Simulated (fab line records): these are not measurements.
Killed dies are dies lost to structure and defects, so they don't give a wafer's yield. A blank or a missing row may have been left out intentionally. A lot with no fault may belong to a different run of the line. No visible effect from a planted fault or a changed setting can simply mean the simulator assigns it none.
fab line records    flow nand-harc
record: lots: 7  wafers: 19  last-day: 33
route steps=1302 shown A_STAIRCASE@755 END@1302
lots that met no fault: from a run of the same line without faults
start-h: hours from the record's first day to the start of the lot's first wafer shown    wait-h: hours from the lot's prior step to this one    " unchanged from the row above    L1.1+2: a row that stands for several wafers    - either no value or no given start    * or withheld: withheld    < > ~ a bound
route shown NAME@n: a module of which the file shows steps, and the number in the route of the first    usual: mean/standard deviation taken from wafers without a fault    same: alike in all rows    chamber/n: place in a boat    sites: the reading at each site    _std_site: how widely they spread, as a standard deviation    _edge_site: mean of outer sites minus mean of inner sites    radius-mm: how far each site lies from the wafer's centre    mask NAME#n: copy n    behind: the most recent tool/chamber to have shaped the wafer    hold: reason for holding the lot/hours on hold/outcome of the hold    device: whichever transistor did not switch (one of n, p or np)    end of line: at the end of the route, the tests of the same wafers    a step with no rows: only its recipe    killed: count of dies lost to structure and defects at first sort (not the wafer's yield)    map: dies across one wafer; x = killed, . = not, _ = none there
set.NAME: the setting the step ran with; set.NAME@STEP: the setting that earlier step ran with    model.NAME: the simulator's own value behind a step, which no gauge read
certain route steps with their lots: each step a table, each wafer a row
services: a tool's chamber out of use, with start hour (start-h, from the record's first day; less than 0 if before it), hours out, and reason
== steps ==
step: NHARC_A_STAIRCASE_SRD_241
step: NHARC_A_STAIRCASE_DEHYDRATE_242
recipe: temp-c: 150  time-s: 120
step: NHARC_A_STAIRCASE_HMDS_243
recipe: time-s: 30
step: NHARC_A_STAIRCASE_COAT_244
recipe: spin-rpm: 1200
step: NHARC_A_STAIRCASE_SOFTBAKE_245
recipe: temp-c: 135  time-s: 170
step: NHARC_A_STAIRCASE_EBR_246
step: NHARC_A_STAIRCASE_EXPOSE_247
recipe: na: 0.5  dose-mj: 25.34  mask-id: SDS_1
step: NHARC_A_STAIRCASE_PEB_248
recipe: peb-temp-c: 115  peb-time-s: 130
step: NHARC_A_STAIRCASE_DEVELOP_249
recipe: time-s: 140
step: NHARC_A_STAIRCASE_HARDBAKE_251
recipe: temp-c: 120  time-s: 140
step: NHARC_A_STAIRCASE_DESCUM_252
recipe: time-s: 3  o2-flow-sccm: 200  ar-flow-sccm: 0  bias-power-w: 0  chemistry: O2
usual: drypump-motor-current-A: 5.8/0.48  oes-product-au: 1.002/0.0095  rf-vpp-V: 57.9/0.92  showerhead-plenum-p-Torr: 1.94/0.1  throttle-valve-pct: 11.311/0.0083
lot.wafer  tool         chamber  start-h  wait-h  drypump-motor-current-A  oes-product-au  rf-hours-counter-h  rf-vpp-V  showerhead-plenum-p-Torr  throttle-valve-pct
L615.4     rie-diel-11  3        434.33   -       6.2                      0.983           52                  57.7      1.81                      11.314
L615.2     "            0        "        "       5.4                      1.001           49                  58.0      2.03                      11.304
L614.4     rie-diel-02  0        435.13   -       6.0                      0.973           11                  56.9      1.80                      11.299
L614.6     "            2        "        "       6.2                      0.994           -                   57.8      1.98                      11.306
L614.5     "            3        "        "       5.3                      1.001           -                   58.1      1.90                      11.305
L616.3     rie-diel-11  1        453.33   -       5.4                      1.005           2                   59.4      1.96                      11.311
L616.1     "            2        "        "       6.0                      1.004           2                   58.9      2.08                      11.300
L617.1     rie-diel-11  2        454.44   -       6.1                      0.998           3                   58.5      2.08                      11.310
L617.3     "            3        "        "       6.3                      1.002           3                   56.4      1.81                      11.308
L617.6     "            2        "        "       6.1                      1.002           -                   58.3      2.08                      11.314
L626.4     rie-diel-02  1        543.79   -       5.3                      1.006           52                  59.9      2.02                      11.316
L626.2     "            2        "        "       6.3                      0.995           55                  57.7      1.96                      11.313
L626.6     "            1        "        "       5.3                      0.990           -                   58.1      2.02                      11.307
L631.1     rie-diel-11  3        587.14   -       6.3                      1.010           42                  57.7      1.80                      11.316
L631.2     "            0        "        "       5.4                      1.005           44                  60.0      2.01                      11.329
L631.5     "            0        "        "       5.4                      0.993           -                   58.0      2.01                      11.301
L630.3     rie-diel-11  1        587.42   -       5.4                      1.011           44                  55.9      1.94                      11.302
L630.1     "            2        "        "       6.1                      1.003           38                  58.6      2.06                      11.304
L630.4     "            0        "        "       5.4                      0.997           44                  56.3      2.01                      11.313
step: NHARC_A_STAIRCASE_ETCH_253
recipe: target-depth-a: 500  time-s: 20.2  ion-energy-ev: 400  c4f8-flow-sccm: 20  o2-flow-sccm: 10  ar-flow-sccm: withheld  rf-w: 600  bias-w: 1000  chemistry: C4F8/O2
usual: oes-product-au: 0.957/0.02  rf-vpp-V: 897/6.3  run-length-s: 41.4/0.56
lot.wafer  tool         chamber  start-h  wait-h  oes-product-au  rf-hours-counter-h  rf-vpp-V  run-length-s
L615.2     rie-diel-11  0        434.41   0.1     0.958           49                  901       38.6
L615.4     "            1        "        "       0.971           52                  898       38.7
L614.4     rie-diel-02  1        435.21   0.1     0.956           10                  903       42.2
L614.6     "            3        "        "       0.964           -                   894       40.6
L614.5     "            0        "        "       0.943           -                   889       41.3
L616.1     rie-diel-11  0        453.41   0.1     0.961           2                   903       38.5
L616.3     "            1        "        "       0.983           2                   901       38.6
L617.1     rie-diel-11  0        454.57   0.1     0.945           3                   903       38.5
L617.3     "            1        "        "       0.952           3                   899       38.6
L617.6     "            1        "        "       0.954           -                   899       38.7
L626.2     rie-diel-02  1        543.88   0.1     0.951           52                  901       41.9
L626.4     "            2        "        "       0.950           55                  898       41.5
L626.6     "            2        "        "       0.970           -                   897       41.6
L631.1     rie-diel-11  2        587.23   0.1     0.976           38                  905       41.0
L631.2     "            3        "        "       0.959           42                  888       42.0
L631.5     "            3        "        "       0.962           -                   888       42.1
L630.1     rie-diel-11  0        587.51   0.1     0.978           44                  902       41.4
L630.3     "            1        "        "       0.964           44                  898       41.4
L630.4     "            2        "        "       0.959           38                  904       41.5
step: NHARC_A_STAIRCASE_STRIP_254
recipe: power-w: 1500  temp-c: 250  chemistry: O2
usual: drypump-motor-current-A: 5.6/0.44  heater-power-w: 315/34
lot.wafer  tool             chamber  start-h  wait-h  drypump-motor-current-A  heater-power-w  rf-hours-counter-h
L615.2     plasma-asher-01  0        434.54   -       5.4                      289             19
L615.4     "                0        "        "       5.4                      298             -
L614.4     plasma-asher-01  1        435.45   -       6.2                      276             -
L614.5     "                0        "        "       5.4                      287             -
L614.6     "                1        "        "       6.2                      276             -
L616.1     plasma-asher-01  0        453.49   -       5.4                      290             23
L616.3     "                0        "        "       5.4                      290             -
L617.1     plasma-asher-01  0        454.70   -       5.4                      295             24
L617.3     "                1        "        "       6.2                      280             -
L617.6     "                1        "        "       6.2                      277             -
L626.2     plasma-asher-01  1        544.01   -       6.2                      275             4
L626.4     "                0        "        "       5.4                      289             -
L626.6     "                1        "        "       6.2                      270             -
L631.2     plasma-asher-02  0        587.31   -       5.7                      342             27
L631.1     "                1        "        "       5.0                      341             27
L631.5     "                0        "        "       5.7                      344             -
L630.1     plasma-asher-01  0        587.64   -       5.4                      282             13
L630.3     "                1        "        "       6.2                      272             -
L630.4     "                0        "        "       5.4                      279             -
step: NHARC_END_SORT_01
recipe: temp-c: 25
usual: killed-at-array: 55/12  killed-at-other: 1.0/1.2  killed-at-periphery: 3.9/2.6  killed-dies: 60/12  killed-open: 3.3/1.9  killed-short: 2.5/1.8
same: gross-dies: 677
lot.wafer  tool       chamber  start-h  wait-h  killed-at-array  killed-at-other  killed-at-periphery  killed-dies  killed-open  killed-short
L615.2     prober-01  0        632.20   2.8     43               2                7                    52           1            3
L615.4     prober-01  0        633.78   3.4     49               2                2                    53           2            1
killed by level:class
L615.2 A_CHANNEL_HOLE_D1:chamber-film-flake=24 A_CHANNEL_HOLE_D2:chamber-film-flake=10 P_BONDPAD:chamber-film-flake=4 P_ZERO_WELL:chamber-film-flake=2 THIN_TSV:chamber-film-flake=2 A_ONON_D1:geometric-particle:open=1 A_ONON_D1:geometric-particle:short=1 A_DECK1_JOINT:geometric-particle:short=1
L615.4 A_CHANNEL_HOLE_D1:chamber-film-flake=22 A_CHANNEL_HOLE_D2:chamber-film-flake=12 P_BONDPAD:chamber-film-flake=2 A_CHANNEL_FILL_D2:chamber-film-flake=2 A_WL_FILL:chamber-film-flake=2 A_CONTACT:chamber-film-flake=2 THIN_TSV:chamber-film-flake=2 A_CHANNEL_FILL_D1:geometric-particle:open=1
== services ==
tool             chamber  start-h  hours  kind
rie-diel-11      0        414.74   -      clean
rie-diel-11      1        414.74   -      clean
rie-diel-11      2        414.74   -      clean
rie-diel-11      3        414.74   -      clean
plasma-asher-01  -        422.72   1.0    repair
plasma-asher-02  -        426.23   9.0    pm
rie-diel-11      -        434.43   9.0    pm
rie-diel-11      0        434.43   9.0    vent-cycle
rie-diel-11      1        434.43   9.0    vent-cycle
rie-diel-11      2        434.43   9.0    vent-cycle
rie-diel-11      3        434.43   9.0    vent-cycle
rie-diel-11      0        443.43   -      clean
rie-diel-11      1        443.43   -      clean
rie-diel-11      2        443.43   -      clean
rie-diel-11      2        443.43   -      consumable-replace:focus-ring
rie-diel-11      2        443.43   -      consumable-replace:showerhead
plasma-asher-02  -        452.03   14.8   repair
rie-diel-11      2        494.38   2.8    repair
plasma-asher-02  -        501.49   0.6    repair
plasma-asher-01  -        519.00   9.0    pm
rie-diel-02      -        529.25   1.3    repair
rie-diel-11      2        531.46   11.6   repair
plasma-asher-02  -        535.60   8.6    repair
rie-diel-02      -        571.15   9.0    pm
== key ==
first-sign: step: NHARC_A_STAIRCASE_ETCH_253  reading: run-length-s  direction: down  sigmas: 5  usual: *  struck: *
effect none on later readings
met-at NHARC_A_STAIRCASE_ETCH_253
struck-wafers L615.2,L615.4,L616.1,L616.3,L617.1,L617.3,L617.6
tester-left-out L615,L616,L617
fault: kind: process-parameter-drift  tool: rie-diel-11  chamber: -  onset-h: 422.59  steps: NHARC_A_STAIRCASE_ETCH_253  channel: time-s  offset: *  shape: step  end-h: 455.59  acts-in: *  stated: *
tester-left-out: of these lots the tester's yield and bins aren't shown, on N5 and GAA mostly nor the transistor test; their killed dies are dies lost to structure and defects alone, not to doping, threshold or leakage, so they don't give the yield
